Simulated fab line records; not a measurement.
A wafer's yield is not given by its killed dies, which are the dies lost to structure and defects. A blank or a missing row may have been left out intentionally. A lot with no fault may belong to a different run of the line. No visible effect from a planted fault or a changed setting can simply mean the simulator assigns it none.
A lot that was struck, set against a sound lot | flow n5-finfet | 38 steps out of a route of 1938
Sound: the wafers L760.2, L760.3, L760.5. Struck: wafers L749.1, L749.3, L749.6. Last of all comes the cause.
Order at every step that has rows: each side's tool, ch and its chambers, its first start. Under that, the readings that differ: sound wafers | struck wafers | difference of the means | sigmas: that difference in standard deviations of wafers without a fault.
alike: readings whose means differ by less than 2 such deviations, and words and numbers that are the same on both sides. not compared: withheld readings, readings that some wafer has no value for, bounds like >300 that may hide the same value, and numbers for which the record gives no deviation and whose values overlap.
A row with sigmas, a row that says differs or no value, or rows on one side alone: a step with any of these is where the two part. Numbers that don't overlap but have no deviation are shown without sigmas and don't part them. A reading missing from all wafers of one side parts the sides only when that side holds two or more wafers.

first, 9 steps without rows for these wafers: N5_BEOL_M4_ANNEAL_95 (time 240 s); N5_BEOL_M4_SPUTTER_96 (material Cu, target thk 4.5 nm, time 8.29 s); N5_BEOL_M4_ECD_50 (material Cu, target thk 300 nm); N5_BEOL_M4_ANNEAL_51 (time 90 s); N5_BEOL_M4_CMP_52 (polishes, stops on SiOC, t overpolish 6.8 s, target thk 40 nm); N5_BEOL_M4_PRE_CLEAN_60 (time 15 s); N5_BEOL_M4_CO_CAP_55 (material Co, precursor CCTBA/H2, target thk 2 nm, time 102.1 s); N5_BEOL_M4_PRE_CLEAN_56 (time 15 s); N5_BEOL_M4_DEP_57 (deposits SiCN from 3MS/NH3, target thk 8 nm, time 14 s).
N5_BEOL_M4_RC_MEAS_101:
  sound on prober-02 ch 0, day 11 15:24; struck on prober-02 ch 0, day 8 14:02
  reading   | sound             | struck            | difference | sigmas
  VT_N (mV) | 242.1 247.9 246.3 | 252.4 254.7 253.5 | +8.1       | +3
  alike: DIBL_N, DIBL_P, IOFF_N, IOFF_P, ION_N, ION_P, SS_N, SS_P, VT_P
then, 24 steps without rows for these wafers: N5_BEOL_M5_ILD_DEP_00 (deposits SiCOH lowk from DEMS/porogen, target thk 140.64 nm, time 25.9 s); N5_BEOL_M5_CURE_79 (cures SiCOH lowk, time 240 s); N5_BEOL_M5_PECVD_70 (deposits SiO2 from TEOS/O2, target thk 16 nm, time 18 s); N5_BEOL_M5_HM_DEP_02 (deposits TiN, target thk 20 nm); N5_BEOL_M5_COAT_59 (time 60 s, resist thk 60 nm); N5_BEOL_M5_COAT_60 (time 60 s, resist thk 12 nm); N5_BEOL_M5_COAT_71 (time 60 s, resist thk 5 nm); N5_BEOL_M5_COAT_05 (resist thk 30 nm); N5_BEOL_M5_EBR_07; N5_BEOL_M5_SOFTBAKE_06 (time 60 s); N5_BEOL_M5_EXPOSE_08 (exposes mask M5, target cd 28 nm); N5_BEOL_M5_PEB_09 (peb time 60 s); N5_BEOL_M5_DEVELOP_10 (develop time 30 s); N5_BEOL_M5_DESCUM_16 (chemistry O2, time 7 s); N5_BEOL_M5_ETCH_72 (etches underlayer in N2/H2, target depth 6.5 nm, time 5.2 s); N5_BEOL_M5_ETCH_61 (etches SiARC in CF4, target depth 15.6 nm, time 26 s); N5_BEOL_M5_ETCH_62 (etches SOC in N2/H2, target depth 75 nm, overetch 15 nm, time 112.5 s); N5_BEOL_M5_STRIP_63 (strips in N2/H2); N5_BEOL_M5_STRIP_73 (strips in N2/H2); N5_BEOL_M5_STRIP_64 (strips in CF4); N5_BEOL_M5_HM_OPEN_17 (chemistry Cl2/BCl3, target TiN, target depth 20 nm, overetch 6 nm); N5_BEOL_M5_STRIP_19 (strips in O2); N5_BEOL_M5_COAT_65 (time 60 s, resist thk 60 nm); N5_BEOL_M5_COAT_66 (time 60 s, resist thk 12 nm).
N5_BEOL_M9_TRENCH_ETCH_37: etches SiCOH lowk in C4F6/O2, target depth 151.43 nm, time 49 s.
  sound on rie-diel-06 ch 0,1,3, day 13 08:28; struck on rie-diel-06 ch 1,3, day 10 05:47
  no value came back on the struck wafers for any of 8 readings (C4F6_flow_sccm (sccm), O2_flow_sccm (sccm) and others); on the sound wafers C4F6_flow_sccm (sccm) reads 9.981 10.019 9.988
  reading                                    | sound          | struck         | difference | sigmas
  model.TiN_of_BEOL_M9_HM_DEP_02.thk-nm (nm) | 15.8 15.6 15.6 | 20.4 20.4 20.4 | +4.7       |
  not compared: rf-hours-counter-h
N5_BEOL_M9_OCD_MEAS_38:
  sound on ocd-01 at day 13 08:39; struck on ocd-01 at day 10 05:58
  reading              | sound             | struck      | difference | sigmas
  trench-depth-nm (nm) | 149.4 153.0 152.9 | 0.3 0.2 0.1 | -151.6     | -56
N5_BEOL_M9_CMP_52: polishes, stops on SiCOH lowk, t overpolish 7 s, target thk 140 nm.
  sound on cmp-02 ch 0,3, day 13 10:39; struck on cmp-03 ch 1,2,3, day 10 07:58
  reading                                | sound           | struck      | difference | sigmas
  model.Cu_of_BEOL_M9_ECD_50.thk-nm (nm) | 137.2 142.4 141 | 0.8 1.2 1.4 | -139.1     |
  alike: motor-current-A, slurry-filter-dp-kPa
-- here the record skips 2 days between the struck wafers' starts before and after, leaving off in module BEOL_M9 and picking up in module PASSIVATION (first step shown: number 1936 of the route) --
N5_PASSIVATION_PROBE_49:
  record: rows for the struck wafers here (prober-02, day 12 14:21), none for the sound ones

== WHERE THEY PART ==
Last at N5_PASSIVATION_PROBE_49 as far as this record goes, first at N5_BEOL_M4_RC_MEAS_101.

WHY: whatever the simulator had introduced
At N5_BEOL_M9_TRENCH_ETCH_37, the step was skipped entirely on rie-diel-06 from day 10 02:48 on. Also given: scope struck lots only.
